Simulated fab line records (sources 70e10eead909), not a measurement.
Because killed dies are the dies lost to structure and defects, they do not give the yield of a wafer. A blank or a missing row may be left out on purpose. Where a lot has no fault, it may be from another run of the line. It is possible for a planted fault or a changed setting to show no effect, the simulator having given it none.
The tool behind it: which one? ; flow nand harc ; 6 lots with 18 wafers sampled at 5 steps, on a route of 1159 steps

WHAT THE GAUGES SHOWED, per wafer
NHARC_END_SORT_01.
lot;measured;on;defect limited yield (%)
L173;day 23 00:34;prober-02;95.9 88.3 97.2

TOOL THAT RAN EACH LOT (tool first, then ch and the chambers of the sampled wafers, then the start)
lot;NHARC_P_BONDPAD_DEP_00;NHARC_A_BONDPAD_ETCH_24;NHARC_A_BONDPAD_PRE_CLEAN_26;NHARC_A_BONDPAD_ANNEAL_28
L162;pecvd-01 ch 0,1, day 6 21:28;rie diel-11 ch 0,2,3, day 18 12:44 or earlier;pvd sputter-02, day 18 12:44 or earlier;rtp anneal-02 ch 0, day 18 12:44
L165;pecvd-01 ch 0,1,2, day 7 10:14;rie diel-07 ch 0,3, day 19 00:07 or earlier;pvd sputter-01, day 19 00:07 or earlier;rtp anneal-01 ch 0, day 19 00:07
L169;pecvd-04 ch 0,1,2, day 8 03:23;rie diel-07 ch 0,3, day 19 21:05;pvd sputter-03, day 19 22:19 or earlier;rtp anneal-01 ch 0, day 19 22:19
L171;pecvd-04 ch 0,1, day 9 02:07;rie diel-11 ch 0,1,2, day 21 04:50 or earlier;pvd sputter-01, day 21 04:50 or earlier;rtp anneal-02 ch 0, day 21 04:50
L173;pecvd-01 ch 0,1,2, day 9 16:29;rie diel-11 ch 0,2,3, day 21 15:23 or earlier;pvd sputter-01, day 21 15:23 or earlier;rtp anneal-02 ch 0, day 21 15:23
L176;pecvd-04 ch 0,2, day 10 10:23;rie diel-07 ch 0,1,2, day 22 02:32 or earlier;pvd sputter-02, day 22 02:32 or earlier;rtp anneal-02 ch 0, day 22 02:32
- NHARC_P_BONDPAD_DEP_00: deposits SiCN, target thk 250 nm.
- NHARC_A_BONDPAD_ETCH_24: etches the open film in CF4/N2, target depth 30 nm, time 72.99 s.
- NHARC_A_BONDPAD_PRE_CLEAN_26: time 30 s.
- NHARC_A_BONDPAD_ANNEAL_28: time 90 s.

THE ANSWER, worked out from the rows above alone
Rule: what is usual is taken from the lots themselves. The widest of any qualifying gaps counts: lots, ordered by their means at a reading, are off when they make up no more than a third of the lots, leave a main group of 4 or more, and stand apart from it by 3 or more times the standard deviation of that group's means. A main group is skipped when, at the precision printed for the reading in the tables above, its means are all equal. Also off: a lot with no number at a reading for which 4 or more lots have one. Any other lot the step has rows for is counted as sound.
No lot is off at any reading shown: from this, nothing can be told.

WHAT WAS PUT IN BY THE SIMULATOR
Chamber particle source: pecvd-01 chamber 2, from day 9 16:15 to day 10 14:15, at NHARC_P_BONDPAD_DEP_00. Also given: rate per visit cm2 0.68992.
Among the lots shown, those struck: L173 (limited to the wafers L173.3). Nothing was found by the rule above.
